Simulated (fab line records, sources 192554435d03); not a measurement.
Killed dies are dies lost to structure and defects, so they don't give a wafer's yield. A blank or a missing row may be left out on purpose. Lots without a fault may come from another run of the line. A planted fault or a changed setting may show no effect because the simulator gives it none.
Chamber matching | flow n5_finfet | N5_HKMG_FIN_ALD_91 on ald_metal-04: 4 sister chambers
The step deposits TiN, target thk 1 nm, pulse time 1 s, purge time 3 s. 8 wafers are shown with their chamber, then 9 later ones without.

WAFERS WITH THEIR CHAMBER
wafer  | chamber | heater_power_w (W) | precursor_pulse_height_rel
L084.3 | 3       | 802                | 0.961
L084.4 | 1       | 968                | 0.989
L084.5 | 1       | 961                | 0.994
L087.4 | 3       | 784                | 0.971
L087.5 | 2       | 892                | 1.013
L088.2 | 2       | 913                | 1.014
L088.4 | 0       | 975                | 0.992
L088.6 | 0       | 979                | 1.031

WAFERS WITHOUT THEIR CHAMBER
wafer  | heater_power_w (W) | precursor_pulse_height_rel
L093.2 | 982                | 0.986
L093.4 | 899                | 1.003
L093.5 | 772                | 0.986
L096.1 | 893                | 1.027
L096.2 | 971                | 0.980
L096.3 | 961                | 1.030
L097.1 | 806                | 0.985
L097.2 | 968                | 0.976
L097.6 | 981                | 1.024

WHICH CHAMBER EACH WENT THROUGH
wafer  | from the rows above     | in truth
L093.2 | can't be placed: 1 or 0 | 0
L093.4 | 2                       | 2
L093.5 | 3                       | 3
L096.1 | 2                       | 2
L096.2 | can't be placed: 1 or 0 | 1
L096.3 | can't be placed: 0 or 1 | 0
L097.1 | 3                       | 3
L097.2 | can't be placed: 1 or 0 | 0
L097.6 | can't be placed: 0 or 1 | 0
Placed correctly: 4 of 9. Can't be placed from these rows: 5 (the true chamber is among the candidates in 5). Placed wrongly: 0.
How it was worked out, from the rows above alone: a wafer's distance from a chamber is the root of the sum, over the readings, of the square of ((its reading less the chamber's mean) divided by the reading's scatter). The wafer belongs to the nearest chamber; if the next one is less than 2 further off, it can't be placed. A chamber's mean is the mean of its shown wafers. The scatter: the root of (the sum of the squares of (reading less its chamber's mean) over the shown wafers, divided by (wafers less chambers)).
